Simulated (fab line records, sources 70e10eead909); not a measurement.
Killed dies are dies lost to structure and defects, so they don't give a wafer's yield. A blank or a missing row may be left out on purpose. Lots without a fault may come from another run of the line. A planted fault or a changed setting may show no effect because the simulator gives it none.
Chamber matching | flow nand_harc | NHARC_A_STAIRCASE_DEP_417 on pecvd-02: 3 sister chambers
The step deposits Si3N4, target thk 60 nm. 3 wafers are shown with their chamber, then 7 later ones without.

WAFERS WITH THEIR CHAMBER
wafer  | chamber | heater_power_w (W)
L085.5 | 0       | 801
L087.3 | 2       | 862
L087.5 | 1       | 691

WAFERS WITHOUT THEIR CHAMBER
wafer  | heater_power_w (W)
L087.6 | 838
L090.2 | 742
L090.3 | 826
L090.6 | 761
L094.1 | 879
L094.2 | 751
L094.5 | 753

WHICH CHAMBER EACH WENT THROUGH
wafer  | from the rows above          | in truth
L087.6 | can't be placed: 2 or 0      | 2
L090.2 | can't be placed: 1 or 0 or 2 | 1
L090.3 | can't be placed: 0 or 2      | 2
L090.6 | can't be placed: 0 or 1 or 2 | 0
L094.1 | can't be placed: 2 or 0      | 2
L094.2 | can't be placed: 0 or 1 or 2 | 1
L094.5 | can't be placed: 0 or 1 or 2 | 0
Placed correctly: 0 of 7. Can't be placed from these rows: 7 (the true chamber is among the candidates in 7). Placed wrongly: 0.
How it was worked out, from the rows above alone: a wafer's distance from a chamber is the root of the sum, over the readings, of the square of ((its reading less the chamber's mean) divided by the reading's scatter). The wafer belongs to the nearest chamber; if the next one is less than 2 further off, it can't be placed. A chamber's mean is the mean of its shown wafers. The scatter: with one shown wafer a chamber, the root of the mean of the squares of how far each hidden wafer lies from its nearest shown one.
